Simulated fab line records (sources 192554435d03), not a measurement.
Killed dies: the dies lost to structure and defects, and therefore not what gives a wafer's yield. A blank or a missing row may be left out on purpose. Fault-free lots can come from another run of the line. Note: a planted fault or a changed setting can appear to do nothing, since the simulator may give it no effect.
Lot-split experiment	flow n5-finfet	7 lots, 21 wafers read, on a route of 1938 steps

== THE SPLIT ==
At N5_BEOL_M13_EXPOSE_07 (exposes mask V12), the setting dose-mj was moved away from the recipe's 24.8 on 6 of the 21 wafers read, by -7.4% to +6.8%. The other wafers ran this setting at the recipe's value.

== FROM THE SPLIT TO THE READING: what the file shows between them, 3 steps ==
- N5_BEOL_M13_PEB_08: peb time 90 s
- N5_BEOL_M13_DEVELOP_09: develop time 45 s
- N5_BEOL_M13_HARDBAKE_14: time 120 s

== THE READING ==
cd-nm (nm) at N5_BEOL_M13_CD_MEAS_10, where the cd target is 190 nm. Fault-free wafers of this fab line usually give 190.4 nm, standard deviation 1 nm.

wafer	tool, chamber at the split	dose-mj as run	against the recipe	cd-nm, nm	against lot-mates on the recipe
L077.2	krf-scanner-01, 0	26.48	+6.8%	196.9	+7.1
L077.4	krf-scanner-01, 0	24.8	recipe	189.4	-
L077.5	krf-scanner-01, 0	24.8	recipe	190.2	-
L079.2	krf-scanner-02, 0	24.29	-2.1%	188.1	-3.2
L079.3	krf-scanner-02, 0	24.29	-2.1%	189.3	-2.0
L079.6	krf-scanner-02, 0	24.8	recipe	191.3	-
L078.1	krf-scanner-02, 0	24.8	recipe	191.2	-
L078.2	krf-scanner-02, 0	24.8	recipe	190.4	-
L078.3	krf-scanner-02, 0	22.96	-7.4%	184.3	-6.5
L081.3	krf-scanner-02, 0	26.15	+5.4%	195.5	+4.5
L081.5	krf-scanner-02, 0	24.8	recipe	191.0	-
L081.6	krf-scanner-02, 0	26.15	+5.4%	194.2	+3.2
L093.1	krf-scanner-01, 0	24.8	recipe	190.0	-
L093.3	krf-scanner-01, 0	24.8	recipe	191.5	-
L093.5	krf-scanner-01, 0	24.8	recipe	191.6	-
L096.1	krf-scanner-01, 0	24.8	recipe	189.3	-
L096.2	krf-scanner-01, 0	24.8	recipe	188.8	-
L096.5	krf-scanner-01, 0	24.8	recipe	191.0	-
L095.1	krf-scanner-02, 0	24.8	recipe	188.6	-
L095.2	krf-scanner-02, 0	24.8	recipe	189.3	-
L095.5	krf-scanner-02, 0	24.8	recipe	190.8	-

THE FIT
A straight line over all 21 wafers: cd-nm changes by +0.86 nm for each +1% of dose-mj; r = +0.94; the points scatter about the line by 0.93 nm.
The same after taking each lot's own level away (the mean of its wafers on the recipe; 21 wafers): +0.887 nm for each +1%; r = +0.95; scatter 0.83 nm.
According to that fit, moving dose-mj by its largest amount changes the reading by 6.6 nm.
The span of the lots' own levels, 189.57 to 191.30 nm, comes to 1.7 times the standard deviation stated above.
Consequently the slope shifts little with the lot-to-lot level, the two slopes agreeing.
Check: -6.82 nm against its lot-mates is what the line predicts for one of the wafers moved furthest among these (-7.4%) when that wafer is left out of the fit. Against them it came out at -6.5 nm.

== OTHER SPLITS ON THESE WAFERS ==
These wafers also went through other splits before the reading. Each is held against what the fit with the lots' levels taken away leaves over:
other split on the same wafers	wafers away from the commonest value	r with cd-nm (lot level and that fit taken away)
N5_BEOL_M12_TRENCH_ETCH_34 time-s	6	+0.03
N5_BEOL_M12_SPUTTER_43 power-w	11	-0.12
N5_BEOL_M13_ILD_DEP_00 time-s	4	-0.21

== FILE'S OWN FIT ==
cd-nm changes by +0.907 nm for each +1% of dose-mj, r = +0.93.
